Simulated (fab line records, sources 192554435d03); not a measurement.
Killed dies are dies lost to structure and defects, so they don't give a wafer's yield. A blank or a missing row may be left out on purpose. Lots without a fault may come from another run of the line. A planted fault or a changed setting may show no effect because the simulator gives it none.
Which tool did it? | flow n5_finfet | 12 lots, 36 wafers sampled, at 2 steps of a route of 1938

WHAT THE GAUGES READ, wafer by wafer
N5_BEOL_M2_CD_MEAS_11: target cd 16.79 nm.
lot  | measured     | on        | cd_nm (nm)
L075 | day 7 03:41  | cd_sem-01 | 16.66 16.75 16.82
L076 | day 7 14:07  | cd_sem-03 | 16.60 16.52 16.57
L079 | day 8 04:43  | cd_sem-03 | 17.01 16.76 16.92
L081 | day 9 00:49  | cd_sem-02 | 16.78 16.74 16.78
L083 | day 9 10:16  | cd_sem-03 | 16.84 16.86 16.57
L085 | day 9 19:03  | cd_sem-02 | 16.89 17.26 16.63
L087 | day 10 01:41 | cd_sem-01 | 16.88 16.71 16.61
L088 | day 10 15:22 | cd_sem-03 | 16.81 16.97 17.06
L091 | day 11 01:55 | cd_sem-01 | 16.75 16.97 17.05
L093 | day 11 10:25 | cd_sem-01 | 16.57 16.85 16.80
L095 | day 11 21:30 | cd_sem-03 | 16.51 16.63 17.12
L097 | day 12 13:48 | cd_sem-03 | 17.02 16.80 17.01

WHICH TOOL RAN EACH LOT (tool, then ch and the chambers of the sampled wafers, then the start)
lot  | N5_BEOL_M1_SPUTTER_79
L075 | pvd_sputter-02, day 6 23:01
L076 | pvd_sputter-02, day 7 05:32
L079 | pvd_sputter-01, day 8 00:08
L081 | pvd_sputter-01, day 8 21:05
L083 | pvd_sputter-01, day 9 06:17
L085 | pvd_sputter-02, day 9 14:38
L087 | pvd_sputter-03, day 9 21:53
L088 | pvd_sputter-03, day 10 09:01
L091 | pvd_sputter-01, day 10 20:22
L093 | pvd_sputter-02, day 11 05:41
L095 | pvd_sputter-02, day 11 17:52
L097 | pvd_sputter-01, day 12 09:55
- N5_BEOL_M1_SPUTTER_79: material Cu, target thk 4.5 nm, time 8.29 s.

THE ANSWER, worked out from the rows above alone
Rule: what is usual is taken from the lots themselves. Put in order of their means at a reading, lots are off if they are a third of the lots or fewer, leave a main group of 4 or more, and stand apart from it by a gap of 3 or more times the standard deviation of the main group's means; of several such gaps the widest counts. A main group whose means are all the same, to the digits that the tables above print for the reading, isn't used. A lot without any number at a reading at which 4 lots or more have one is off too. The other lots that the step has rows for count as sound.
No lot is off at any reading shown: from this, nothing can be told.

WHAT THE SIMULATOR HAD PUT IN
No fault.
